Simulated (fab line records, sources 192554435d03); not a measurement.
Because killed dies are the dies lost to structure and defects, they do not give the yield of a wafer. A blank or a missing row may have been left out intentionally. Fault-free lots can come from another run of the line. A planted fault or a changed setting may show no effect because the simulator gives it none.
Split-lot trial || flow n5Finfet || 39 wafers read across 7 lots, on a route 1938 steps long

ON THE SPLIT
At N5_STI_FIN_REVEAL_ETCHBACK_08 (etches SiO2 in C4F6/O2, target depth 30.5 nm, time 10.167 s), the setting targetDepthA was moved away from the recipe's 305 angstrom on 18 of the 39 wafers read, by -13.8% to +11.7%. All remaining wafers had this setting at the recipe value.

FROM THE SPLIT TO THE READING: what the file shows between them, 3 steps
- N5_STI_FIN_REVEAL_STRIP_24: strips in N2/H2, time 90 s
- N5_STI_FIN_REVEAL_PRECLEAN_25: cleans in SPM, time 90 s
- N5_STI_FIN_REVEAL_SRD_23: time 30 s

THE READING
trenchDepthNm, in nm, at N5_STI_FIN_REVEAL_FIN_H_MEAS_10. On this fab line, fault-free wafers typically give 52.2 nm with a standard deviation of 0.73 nm.

{"wafer": "L078.1", "tool, chamber at the split": "rieDiel-05, 2,1,3", "targetDepthA as run, angstrom": 273.1, "against the recipe": "-10.5%", "trenchDepthNm, nm": 48.3, "against lot-mates on the recipe": -3.7}
{"wafer": "L078.2", "tool, chamber at the split": "rieDiel-05, 3,0,0", "targetDepthA as run, angstrom": 305, "against the recipe": "recipe", "trenchDepthNm, nm": 52.7, "against lot-mates on the recipe": "-"}
{"wafer": "L078.3", "tool, chamber at the split": "rieDiel-05, 2,1,3", "targetDepthA as run, angstrom": 273.1, "against the recipe": "-10.5%", "trenchDepthNm, nm": 48.4, "against lot-mates on the recipe": -3.6}
{"wafer": "L078.4", "tool, chamber at the split": "rieDiel-05, 3,0,0", "targetDepthA as run, angstrom": 305, "against the recipe": "recipe", "trenchDepthNm, nm": 51.3, "against lot-mates on the recipe": "-"}
{"wafer": "L078.5", "tool, chamber at the split": "rieDiel-05, 2,1,3", "targetDepthA as run, angstrom": 273.1, "against the recipe": "-10.5%", "trenchDepthNm, nm": 49.6, "against lot-mates on the recipe": -2.4}
{"wafer": "L078.6", "tool, chamber at the split": "rieDiel-05, 3,0,0", "targetDepthA as run, angstrom": 305, "against the recipe": "recipe", "trenchDepthNm, nm": 52.1, "against lot-mates on the recipe": "-"}
{"wafer": "L082.1", "tool, chamber at the split": "rieDiel-05, 2,3,3", "targetDepthA as run, angstrom": 305, "against the recipe": "recipe", "trenchDepthNm, nm": 52.0, "against lot-mates on the recipe": "-"}
{"wafer": "L082.2", "tool, chamber at the split": "rieDiel-05, 0,1,0", "targetDepthA as run, angstrom": 340.8, "against the recipe": "+11.7%", "trenchDepthNm, nm": 56.5, "against lot-mates on the recipe": "+3.5"}
{"wafer": "L082.3", "tool, chamber at the split": "rieDiel-05, 0,1,0", "targetDepthA as run, angstrom": 340.8, "against the recipe": "+11.7%", "trenchDepthNm, nm": 55.7, "against lot-mates on the recipe": "+2.7"}
{"wafer": "L082.4", "tool, chamber at the split": "rieDiel-05, 2,3,3", "targetDepthA as run, angstrom": 305, "against the recipe": "recipe", "trenchDepthNm, nm": 53.5, "against lot-mates on the recipe": "-"}
{"wafer": "L082.5", "tool, chamber at the split": "rieDiel-05, 0,1,0", "targetDepthA as run, angstrom": 340.8, "against the recipe": "+11.7%", "trenchDepthNm, nm": 56.5, "against lot-mates on the recipe": "+3.5"}
{"wafer": "L082.6", "tool, chamber at the split": "rieDiel-05, 2,3,3", "targetDepthA as run, angstrom": 305, "against the recipe": "recipe", "trenchDepthNm, nm": 53.4, "against lot-mates on the recipe": "-"}
{"wafer": "L083.1", "tool, chamber at the split": "rieDiel-01, 0,3,2", "targetDepthA as run, angstrom": 305, "against the recipe": "recipe", "trenchDepthNm, nm": 52.2, "against lot-mates on the recipe": "-"}
{"wafer": "L083.2", "tool, chamber at the split": "rieDiel-01, 0,3,2", "targetDepthA as run, angstrom": 305, "against the recipe": "recipe", "trenchDepthNm, nm": 53.0, "against lot-mates on the recipe": "-"}
{"wafer": "L083.3", "tool, chamber at the split": "rieDiel-01, 1,1,0", "targetDepthA as run, angstrom": 263, "against the recipe": "-13.8%", "trenchDepthNm, nm": 48.3, "against lot-mates on the recipe": -4.1}
{"wafer": "L083.4", "tool, chamber at the split": "rieDiel-01, 0,3,2", "targetDepthA as run, angstrom": 305, "against the recipe": "recipe", "trenchDepthNm, nm": 51.9, "against lot-mates on the recipe": "-"}
{"wafer": "L083.5", "tool, chamber at the split": "rieDiel-01, 1,1,0", "targetDepthA as run, angstrom": 263, "against the recipe": "-13.8%", "trenchDepthNm, nm": 48.3, "against lot-mates on the recipe": -4.1}
{"wafer": "L083.6", "tool, chamber at the split": "rieDiel-01, 1,1,0", "targetDepthA as run, angstrom": 263, "against the recipe": "-13.8%", "trenchDepthNm, nm": 47.5, "against lot-mates on the recipe": -4.9}
{"wafer": "L087.1", "tool, chamber at the split": "rieDiel-02, 2,3,0", "targetDepthA as run, angstrom": 305, "against the recipe": "recipe", "trenchDepthNm, nm": 52.4, "against lot-mates on the recipe": "-"}
{"wafer": "L087.2", "tool, chamber at the split": "rieDiel-02, 0,3,2", "targetDepthA as run, angstrom": 262.9, "against the recipe": "-13.8%", "trenchDepthNm, nm": 47.9, "against lot-mates on the recipe": -4.1}
{"wafer": "L087.3", "tool, chamber at the split": "rieDiel-02, 0,3,2", "targetDepthA as run, angstrom": 262.9, "against the recipe": "-13.8%", "trenchDepthNm, nm": 47.3, "against lot-mates on the recipe": -4.7}
{"wafer": "L087.4", "tool, chamber at the split": "rieDiel-02, 2,3,0", "targetDepthA as run, angstrom": 305, "against the recipe": "recipe", "trenchDepthNm, nm": 52.0, "against lot-mates on the recipe": "-"}
{"wafer": "L087.5", "tool, chamber at the split": "rieDiel-02, 2,3,0", "targetDepthA as run, angstrom": 305, "against the recipe": "recipe", "trenchDepthNm, nm": 51.7, "against lot-mates on the recipe": "-"}
{"wafer": "L087.6", "tool, chamber at the split": "rieDiel-02, 0,3,2", "targetDepthA as run, angstrom": 262.9, "against the recipe": "-13.8%", "trenchDepthNm, nm": 48.2, "against lot-mates on the recipe": -3.8}
{"wafer": "L089.1", "tool, chamber at the split": "rieDiel-05, 2,0,0", "targetDepthA as run, angstrom": 305, "against the recipe": "recipe", "trenchDepthNm, nm": 51.7, "against lot-mates on the recipe": "-"}
{"wafer": "L089.2", "tool, chamber at the split": "rieDiel-05, 1,3,3", "targetDepthA as run, angstrom": 289.5, "against the recipe": "-5.1%", "trenchDepthNm, nm": 50.8, "against lot-mates on the recipe": -1.2}
{"wafer": "L089.3", "tool, chamber at the split": "rieDiel-05, 2,0,0", "targetDepthA as run, angstrom": 305, "against the recipe": "recipe", "trenchDepthNm, nm": 52.1, "against lot-mates on the recipe": "-"}
{"wafer": "L089.4", "tool, chamber at the split": "rieDiel-05, 1,3,3", "targetDepthA as run, angstrom": 289.5, "against the recipe": "-5.1%", "trenchDepthNm, nm": 51.3, "against lot-mates on the recipe": -0.7}
{"wafer": "L089.5", "tool, chamber at the split": "rieDiel-05, 2,0,0", "targetDepthA as run, angstrom": 305, "against the recipe": "recipe", "trenchDepthNm, nm": 52.1, "against lot-mates on the recipe": "-"}
{"wafer": "L089.6", "tool, chamber at the split": "rieDiel-05, 1,3,3", "targetDepthA as run, angstrom": 289.5, "against the recipe": "-5.1%", "trenchDepthNm, nm": 51.5, "against lot-mates on the recipe": -0.5}
{"wafer": "L090.1", "tool, chamber at the split": "rieDiel-05, 1,0,3", "targetDepthA as run, angstrom": 333.4, "against the recipe": "+9.3%", "trenchDepthNm, nm": 54.7, "against lot-mates on the recipe": "+3.3"}
{"wafer": "L090.2", "tool, chamber at the split": "rieDiel-05, 1,0,3", "targetDepthA as run, angstrom": 333.4, "against the recipe": "+9.3%", "trenchDepthNm, nm": 54.5, "against lot-mates on the recipe": "+3.1"}
{"wafer": "L090.3", "tool, chamber at the split": "rieDiel-05, 1,0,3", "targetDepthA as run, angstrom": 333.4, "against the recipe": "+9.3%", "trenchDepthNm, nm": 55.5, "against lot-mates on the recipe": "+4.1"}
{"wafer": "L090.4", "tool, chamber at the split": "rieDiel-05, 2,2,1", "targetDepthA as run, angstrom": 305, "against the recipe": "recipe", "trenchDepthNm, nm": 51.6, "against lot-mates on the recipe": "-"}
{"wafer": "L090.5", "tool, chamber at the split": "rieDiel-05, 2,2,1", "targetDepthA as run, angstrom": 305, "against the recipe": "recipe", "trenchDepthNm, nm": 50.9, "against lot-mates on the recipe": "-"}
{"wafer": "L090.6", "tool, chamber at the split": "rieDiel-05, 2,2,1", "targetDepthA as run, angstrom": 305, "against the recipe": "recipe", "trenchDepthNm, nm": 51.6, "against lot-mates on the recipe": "-"}
{"wafer": "L097.2", "tool, chamber at the split": "rieDiel-01, 2,0,3", "targetDepthA as run, angstrom": 305, "against the recipe": "recipe", "trenchDepthNm, nm": 51.2, "against lot-mates on the recipe": "-"}
{"wafer": "L097.5", "tool, chamber at the split": "rieDiel-01, 2,0,3", "targetDepthA as run, angstrom": 305, "against the recipe": "recipe", "trenchDepthNm, nm": 51.2, "against lot-mates on the recipe": "-"}
{"wafer": "L097.6", "tool, chamber at the split": "rieDiel-01, 2,0,3", "targetDepthA as run, angstrom": 305, "against the recipe": "recipe", "trenchDepthNm, nm": 51.8, "against lot-mates on the recipe": "-"}
Where a row lists several chambers, the file gives one row for several wafers and doesn't say which wafer went through which chamber.

THE FIT
A straight line over all 39 wafers: trenchDepthNm changes by +0.312 nm for each +1% of targetDepthA; r = +0.97; the points scatter about the line by 0.63 nm.
The same after taking each lot's own level away (the mean of its wafers on the recipe; 39 wafers): +0.31 nm for each +1%; r = +0.97; scatter 0.53 nm.
According to that fit, moving targetDepthA by its largest amount changes the reading by 4.3 nm.
The lots' own levels span 51.37 to 52.97 nm, that is 2.2 times the standard deviation above.
Consequently the slope shifts little with the lot-to-lot level, the two slopes agreeing.
Check: -4.2 nm against its lot-mates is what the line predicts for one of the wafers moved furthest among these (-13.8%) when that wafer is left out of the fit. Against them it came out at -4.13 nm.

ADDITIONAL SPLITS CARRIED BY THESE WAFERS
These wafers also went through other splits before the reading. Each is held against what the fit with the lots' levels taken away leaves over:
{"other split on the same wafers": "N5_FIN_SAQP_ETCH_34 sourceW", "wafers away from the commonest value": 15, "r with trenchDepthNm (lot level and that fit taken away)": -0.02}
{"other split on the same wafers": "N5_FIN_CUT_CUT_ETCH_26 sourceW", "wafers away from the commonest value": 12, "r with trenchDepthNm (lot level and that fit taken away)": -0.19}

THE FILE'S OWN FIT
trenchDepthNm changes by +0.31 nm for each +1% of targetDepthA, r = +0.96.
